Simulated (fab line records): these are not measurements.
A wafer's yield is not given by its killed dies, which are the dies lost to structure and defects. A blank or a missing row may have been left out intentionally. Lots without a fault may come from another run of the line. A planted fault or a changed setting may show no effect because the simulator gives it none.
Comparing a struck lot with a sound one || flow n5-finfet || 16 steps out of a route of 1938
Sound: the wafers L701.2, L701.3, L701.5. Wafers L709.3, L709.4, L709.6 were the ones struck. At the end, the cause is stated.
Order at every step that has rows: each side's tool, ch and its chambers, its first start. Under that, the readings that differ: sound wafers || struck wafers || difference of the means || sigmas: that difference in standard deviations of wafers without a fault.
alike: words and numbers the same on both sides, and readings whose means are apart by under 2 such deviations; not compared: readings that were withheld, readings missing a value for some wafer, numbers with overlapping values and no deviation given by the record, and bounds like >300 which may hide the same value.
Wherever a step has rows on one side only, a row that says differs or no value, or a row with sigmas, the two part there. Numbers that don't overlap but have no deviation are shown without sigmas and don't part them. Lack of a reading on every wafer of one side parts them only where that side has two or more wafers.

N5_GATE_CUT_OVL_MEAS_14:
  sound on overlay-01 ch 0, day 5 23:06; struck on overlay-01 ch 0, day 7 20:59
  alike: GATE_CUT_OVL
N5_GATE_CUT_INSPECT_15: inspects for defects (brightfield).
  sound on defect-inspect-02 at day 5 23:09; struck on defect-inspect-01 at day 7 21:02
  alike: raw-defect-count
N5_GATE_CUT_DESCUM_18: chemistry O2, time 7 s.
  sound on rie-diel-02 ch 2,3, day 5 23:11; struck on rie-diel-06 ch 0,1,2, day 7 21:04
  alike: drypump-motor-current-A, oes-product-au, rf-vpp-V, showerhead-plenum-p-Torr, throttle-valve-pct
  not compared: rf-hours-counter-h
then, 1 step without rows for these wafers: N5_GATE_CUT_ETCH_28 (etches underlayer in N2/H2, target depth 13 nm, time 10.4 s).
N5_GATE_CUT_ETCH_36: etches SiARC in CF4, target depth 13 nm, time 21.7 s.
  sound on rie-diel-02 ch 2,3, day 5 23:14; struck on rie-diel-06 ch 0,1,2, day 7 21:07
  alike: drypump-motor-current-A, etch-rf-on-time-s, oes-product-au, rf-fwd-power-W, rf-vpp-V, showerhead-plenum-p-Torr, throttle-valve-pct
  not compared: rf-hours-counter-h
then, 3 steps without rows for these wafers: N5_GATE_CUT_ETCH_37 (etches SOC in N2/H2, target depth 60 nm, overetch 12 nm, time 90 s); N5_GATE_CUT_STRIP_38 (strips in N2/H2); N5_GATE_CUT_STRIP_39 (strips in N2/H2).
N5_GATE_CUT_HM_OPEN_40: chemistry C4F6/O2, target SiO2, target depth 139 nm, time 85.1 s.
  sound on rie-diel-02 ch 2,3, day 5 23:21; struck on rie-diel-06 ch 0,1,2, day 7 21:14
  alike: drypump-motor-current-A, etch-rf-on-time-s, oes_o_777_au, oes-product-au, rf-vpp-V, showerhead-plenum-p-Torr, throttle-valve-pct
  not compared: rf-hours-counter-h
then, 1 step without rows for these wafers: N5_GATE_CUT_STRIP_41 (strips in CF4).
N5_GATE_CUT_STRIP_42: strips in O2.
  sound on rie-diel-02 ch 2,3, day 5 23:26; struck on rie-diel-06 ch 0,1,2, day 7 21:19
  alike: drypump-motor-current-A, oes-product-au, rf-vpp-V, showerhead-plenum-p-Torr, throttle-valve-pct
  not compared: rf-hours-counter-h
N5_GATE_CUT_ETCH_19: etches SiNx in CH3F/O2, target depth 53.7 nm, time 76.7 s.
  sound on rie-diel-02 ch 2,3, day 5 23:28; struck on rie-diel-06 ch 0,1,2, day 7 21:21
{"reading": "rf-fwd-power-W (W)", "sound": "388.0 388.8 388.3", "struck": "391.8 393.0 390.4", "difference": "+3.4", "sigmas": "+2"}
  alike: drypump-motor-current-A, etch-rf-on-time-s, oes_o_777_au, oes-product-au, rf-vpp-V, showerhead-plenum-p-Torr, throttle-valve-pct
  not compared: rf-hours-counter-h
N5_GATE_CUT_CUT_ETCH_53: etches W in SF6/Cl2, target depth 79.2 nm.
  sound on rie-metal-03 ch 0,1, day 5 23:35; struck on rie-metal-03 ch 0,1, day 7 21:29
{"reading": "etch-rf-on-time-s (s)", "sound": "25.6 25.4 25.4", "struck": "31.8 32.5 31.7", "difference": "+6.5", "sigmas": "+6"}
{"reading": "rf-fwd-power-W (W)", "sound": "884 875 881", "struck": "661 667 663", "difference": -216, "sigmas": -66}
  alike: drypump-motor-current-A, oes-product-au, throttle-valve-pct
  not compared: rf-hours-counter-h
then, 1 step without rows for these wafers: N5_GATE_CUT_CUT_ETCH_54 (etches TiN in Cl2/BCl3, target depth 96.7 nm).
-- record jumps: 5 days separate the struck wafers' starts on either side; left off in module GATE_CUT, taken up again in module BEOL_M4, whose first shown step is the route's number 1111 --
N5_BEOL_M4_RC_MEAS_101:
  sound on prober-02 ch 0, day 11 08:13; struck on prober-01 ch 0, day 12 23:16
  alike: DIBL_N, DIBL_P, IOFF_N, IOFF_P, ION_N, ION_P, SS_N, SS_P, VT_N, VT_P
next, for these wafers, 1 step has no rows: N5_PASSIVATION_PROBE_49.

== WHERE THEY PART ==
Last at N5_GATE_CUT_CUT_ETCH_53 as far as this record goes, first at N5_GATE_CUT_ETCH_19. Later steps at which nothing parts them and some readings are alike: N5_BEOL_M4_RC_MEAS_101.

WHY: what had been put in by the simulator
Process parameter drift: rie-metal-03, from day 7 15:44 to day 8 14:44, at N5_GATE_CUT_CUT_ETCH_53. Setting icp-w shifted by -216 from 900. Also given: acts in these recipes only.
